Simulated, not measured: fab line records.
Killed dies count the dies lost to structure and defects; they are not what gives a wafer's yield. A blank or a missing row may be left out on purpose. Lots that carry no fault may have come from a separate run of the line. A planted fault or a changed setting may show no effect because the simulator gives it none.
Which tool was responsible? :: flow nandHarc :: 6 lots, 18 wafers sampled, at 2 steps of a route of 1159

## WHAT EACH GAUGE READ, for each wafer
NHARC_A_M0_OVL_MEAS_10: pitch 160 nm.
lot: L647
measured: day 17 18:11
on: overlay-01
overlayXNm (nm): 0.1 0.2 0.7

lot: L651
measured: day 18 08:26
on: overlay-02
overlayXNm (nm): -0.4 0.0 -0.4

lot: L654
measured: day 19 20:56
on: overlay-02
overlayXNm (nm): 0.4 1.4 0.6

lot: L655
measured: day 20 06:08
on: overlay-01
overlayXNm (nm): -0.5 -0.1 -1.1

lot: L662
measured: day 21 05:07
on: overlay-02
overlayXNm (nm): 0.2 0.2 -0.4

lot: L664
measured: day 21 18:02
on: overlay-02
overlayXNm (nm): -0.1 0.0 0.2

## TOOL THAT RAN EACH LOT (tool first, then ch and the chambers of the sampled wafers, then the start)
lot: L647
NHARC_A_BLC_STRIP_29: rieDiel-05 ch 0,2, day 17 13:13

lot: L651
NHARC_A_BLC_STRIP_29: rieDiel-10 ch 1,2,3, day 18 05:29

lot: L654
NHARC_A_BLC_STRIP_29: rieDiel-05 ch 0,1,3, day 19 16:56

lot: L655
NHARC_A_BLC_STRIP_29: rieDiel-05 ch 0,1,3, day 20 00:05

lot: L662
NHARC_A_BLC_STRIP_29: rieDiel-05 ch 0,2,3, day 20 21:46

lot: L664
NHARC_A_BLC_STRIP_29: rieDiel-10 ch 1,2, day 21 11:44
- NHARC_A_BLC_STRIP_29: strips in CF4.

## THE ANSWER, worked out from the rows above alone
Rule: usual is defined by the lots themselves. The widest of any qualifying gaps counts: lots, ordered by their means at a reading, are off when they make up no more than a third of the lots, leave a main group of 4 or more, and stand apart from it by 3 or more times the standard deviation of that group's means. If all means in a main group match to the digits the tables above print for the reading, that group is not used. A lot without any number at a reading at which 4 lots or more have one is off too. Any other lot the step has rows for is counted as sound.
No lot is off at any reading shown: from this, nothing can be told.

## WHAT THE SIMULATOR HAD INSERTED
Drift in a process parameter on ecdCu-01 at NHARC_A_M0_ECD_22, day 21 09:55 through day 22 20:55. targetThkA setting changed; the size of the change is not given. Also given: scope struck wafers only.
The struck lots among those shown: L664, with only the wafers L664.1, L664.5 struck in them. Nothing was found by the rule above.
